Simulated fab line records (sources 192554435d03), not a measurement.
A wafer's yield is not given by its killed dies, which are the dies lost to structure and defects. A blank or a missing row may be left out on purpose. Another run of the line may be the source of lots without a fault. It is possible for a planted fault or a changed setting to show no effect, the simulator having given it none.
Split-lot trial | flow n5 finfet | on a route of 1938 steps: 7 lots, 21 wafers read

## THE SPLIT
At N5_BEOL_M10_DESCUM_16 (chemistry O2, time 7.9 s), the setting time s was moved away from the recipe's 7.9 s on 10 of the 21 wafers read, by -19.5% to +21.8%. All remaining wafers had this setting at the recipe value.

The file shows no step between the split and the reading.

## THE READING
CAR-ArF_of_BEOL_M10_COAT_05.thk nm (the simulator's own value, which no gauge read), in nm, at N5_BEOL_M10_ETCH_61 (etches SiARC in CF4, target depth 39 nm, time 65 s). There is no usual value for it anywhere in the file. Across the 11 wafers here that went through the recipe, the average is 55.7 nm and the standard deviation 0.27 nm.

wafer  | tool, chamber at the split | time s as run, s | against the recipe | CAR-ArF_of_BEOL_M10_COAT_05.thk nm, nm | against lot-mates on the recipe
L075.3 | rie diel-05, 0             | 7.9              | recipe             | 55.4                                   | -
L075.4 | rie diel-05, 1             | 8.636            | +9.3%              | 55                                     | -0.4
L075.6 | rie diel-05, 1             | 8.636            | +9.3%              | 55                                     | -0.4
L081.2 | rie diel-02, 3             | 7.9              | recipe             | 56.4                                   | -
L081.3 | rie diel-02, 0             | 9.396            | +18.9%             | 54.8                                   | -1.3
L081.4 | rie diel-02, 1             | 7.9              | recipe             | 55.8                                   | -
L083.2 | rie diel-06, 0             | 6.36             | -19.5%             | 56.2                                   | +0.8
L083.3 | rie diel-06, 2             | 6.36             | -19.5%             | 56.6                                   | +1.2
L083.5 | rie diel-06, 3             | 7.9              | recipe             | 55.4                                   | -
L087.1 | rie diel-06, 1,0           | 7.9              | recipe             | 55.8                                   | -
L087.2 | rie diel-06, 1,0           | 7.9              | recipe             | 55.6                                   | -
L087.5 | rie diel-06, 0             | 7.9              | recipe             | 55.6                                   | -
L089.2 | rie diel-02, 3             | 6.959            | -11.9%             | 56.4                                   | +0.9
L089.3 | rie diel-02, 1             | 7.9              | recipe             | 55.6                                   | -
L089.4 | rie diel-02, 2             | 7.9              | recipe             | 55.4                                   | -
L091.3 | rie diel-02, 1             | 9.625            | +21.8%             | 54.6                                   | -1.2
L091.5 | rie diel-02, 2             | 9.625            | +21.8%             | 54.6                                   | -1.2
L091.6 | rie diel-02, 3             | 7.9              | recipe             | 55.8                                   | -
L097.3 | rie diel-02, 0             | 7.9              | recipe             | 55.6                                   | -
L097.4 | rie diel-02, 1             | 9.603            | +21.6%             | 54.4                                   | -1.2
L097.5 | rie diel-02, 3             | 9.603            | +21.6%             | 54.6                                   | -1.0
If several chambers appear in one row, that row covers several wafers at once and the file leaves open which wafer was in which chamber.

FIT RESULTS
A straight line over all 21 wafers: CAR-ArF_of_BEOL_M10_COAT_05.thk nm changes by -0.0482 nm for each +1% of time s; r = -0.93; the points scatter about the line by 0.24 nm.
The same after taking each lot's own level away (the mean of its wafers on the recipe; 21 wafers): -0.055 nm for each +1%; r = -0.97; scatter 0.16 nm.
On that fit, the largest move of time s shifts the reading by 1.2 nm.
From 55.40 to 56.10 nm: that is the span of the lots' own levels, equal to 2.6 times the standard deviation above.
In other words, the slope is changed by the lot-to-lot level; the two fits disagree.
Check: with one of the wafers moved furthest among these (+21.8%) left out of the fit, the line predicts -1.19 nm for it against its lot-mates. Against them it came out at -1.2 nm.

## ADDITIONAL SPLITS CARRIED BY THESE WAFERS
Other splits were also applied to these wafers ahead of the reading. Each is held against what the fit with the lots' levels taken away leaves over:
other split on the same wafers | wafers away from the commonest value | r with CAR-ArF_of_BEOL_M10_COAT_05.thk nm (lot level and that fit taken away)
N5_BEOL_M9_ALD_74 ald cycles   | 8                                    | -0.08

## THE WHOLE CHAIN: every reading that the file lists as answering this split, in the file's order
step                  | what it does                                       | reading                                                                             | change (the file's fit)                | r (the file's)
N5_BEOL_M10_DESCUM_16 | chemistry O2, time 7.9 s                           | CAR-ArF_of_BEOL_M10_COAT_05.thk nm (the simulator's own value, which no gauge read) | -0.0556 nm for each +1% of the setting | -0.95
N5_BEOL_M10_ETCH_61   | etches SiARC in CF4, target depth 39 nm, time 65 s | CAR-ArF_of_BEOL_M10_COAT_05.thk nm (the simulator's own value, which no gauge read) | -0.0568 nm for each +1% of the setting | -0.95

## THE FILE'S OWN FIT
CAR-ArF_of_BEOL_M10_COAT_05.thk nm changes by -0.0568 nm for each +1% of time s, r = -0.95.
